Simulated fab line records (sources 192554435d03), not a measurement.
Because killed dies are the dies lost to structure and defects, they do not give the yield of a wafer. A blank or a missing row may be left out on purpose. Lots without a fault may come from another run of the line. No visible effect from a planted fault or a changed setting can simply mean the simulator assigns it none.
Split-lot experiment | flow n5 finfet | on a route of 1938 steps: 7 lots, 21 wafers read

## ABOUT THE SPLIT
At N5_BEOL_M6_COAT_59 (time 60 s, resist thk 100 nm), the setting spin rpm was moved away from the recipe's 1500 rpm on 4 of the 21 wafers read, by -6.7% to +5.5%. For the rest of the wafers, this setting stayed at what the recipe calls for.

## FROM THE SPLIT TO THE READING: what the file shows between them, 4 steps
- N5_BEOL_M6_COAT_60: time 60 s, resist thk 35 nm
- N5_BEOL_M6_COAT_05: resist thk 90 nm
- N5_BEOL_M6_DESCUM_16: chemistry O2, time 7.9 s
- N5_BEOL_M6_ETCH_61: etches SiARC in CF4, target depth 45.5 nm, time 75.8 s

## THE READING
etch.depth nm (the simulator's own value, which no gauge read), in nm, at N5_BEOL_M6_ETCH_62 (etches SOC in N2/H2, target depth 110 nm, overetch 22 nm, time 165 s). The file does not state a usual value for it. Across the 17 wafers here that went through the recipe, the average is 100.10 nm and the standard deviation 0.27 nm.

wafer  | tool, chamber at the split | spin rpm as run, rpm | against the recipe | etch.depth nm, nm | against lot-mates on the recipe
L074.1 | litho track-05, 0          | 1500                 | recipe             | 100.2             | -
L074.5 | litho track-05, 0          | 1500                 | recipe             | 99.83             | -
L074.6 | litho track-05, 0          | 1447                 | -3.5%              | 101.5             | +1.48
L076.4 | litho track-05, 0          | 1500                 | recipe             | 100               | -
L076.5 | litho track-05, 0          | 1582                 | +5.5%              | 97.44             | -2.71
L076.6 | litho track-05, 0          | 1500                 | recipe             | 100.3             | -
L081.3 | litho track-01, 0          | 1500                 | recipe             | 99.92             | -
L081.5 | litho track-01, 0          | 1500                 | recipe             | 100               | -
L081.6 | litho track-01, 0          | 1500                 | recipe             | 100.1             | -
L086.1 | litho track-01, 0          | 1500                 | recipe             | 100.1             | -
L086.3 | litho track-01, 0          | 1558                 | +3.9%              | 98.71             | -1.54
L086.6 | litho track-01, 0          | 1500                 | recipe             | 100.4             | -
L089.1 | litho track-01, 0          | 1500                 | recipe             | 99.72             | -
L089.2 | litho track-01, 0          | 1500                 | recipe             | 100.1             | -
L089.4 | litho track-01, 0          | 1500                 | recipe             | 99.65             | -
L090.1 | litho track-02, 0          | 1400                 | -6.7%              | 104               | +3.40
L090.3 | litho track-02, 0          | 1500                 | recipe             | 100.5             | -
L090.5 | litho track-02, 0          | 1500                 | recipe             | 100.7             | -
L091.2 | litho track-02, 0          | 1500                 | recipe             | 100.2             | -
L091.4 | litho track-02, 0          | 1500                 | recipe             | 100.1             | -
L091.5 | litho track-02, 0          | 1500                 | recipe             | 99.83             | -

THE FIT
A straight line over all 21 wafers: etch.depth nm changes by -0.499 nm for each +1% of spin rpm; r = -0.96; the points scatter about the line by 0.32 nm.
The same after taking each lot's own level away (the mean of its wafers on the recipe; 21 wafers): -0.478 nm for each +1%; r = -0.99; scatter 0.17 nm.
That fit puts the effect of the largest move of spin rpm on the reading at 3.2 nm.
Measured against the standard deviation above, the lots' own levels, which go from 99.823 to 100.600 nm, span 2.9 times it.
The two slopes are in agreement: the lot-to-lot level therefore moves the slope only a little.
Check: with one of the wafers moved furthest among these (-6.7%) left out of the fit, the line predicts +3.01 nm for it against its lot-mates. It came out at +3.4 nm against them.

## FURTHER SPLITS ON THESE WAFERS
Before the reading, these wafers also passed through other splits. Each is held against what the fit with the lots' levels taken away leaves over:
other split on the same wafers    | wafers away from the commonest value | r with etch.depth nm (lot level and that fit taken away)
N5_BEOL_M5_ETCH_41 source w       | 9                                    | +0.08
N5_BEOL_M6_HM_DEP_02 target thk a | 6                                    | +0.46

## THE WHOLE CHAIN: every reading that the file lists as answering this split, in the file's order
step               | what it does                                                         | reading                                                                        | change (the file's fit)               | r (the file's)
N5_BEOL_M6_COAT_59 | time 60 s, resist thk 100 nm                                         | SOC_of_BEOL_M6_COAT_59.thk nm (the simulator's own value, which no gauge read) | -0.473 nm for each +1% of the setting | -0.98
N5_BEOL_M6_ETCH_62 | etches SOC in N2/H2, target depth 110 nm, overetch 22 nm, time 165 s | etch.depth nm (the simulator's own value, which no gauge read)                 | -0.48 nm for each +1% of the setting  | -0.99

## FILE'S OWN FIT
etch.depth nm changes by -0.48 nm for each +1% of spin rpm, r = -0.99.
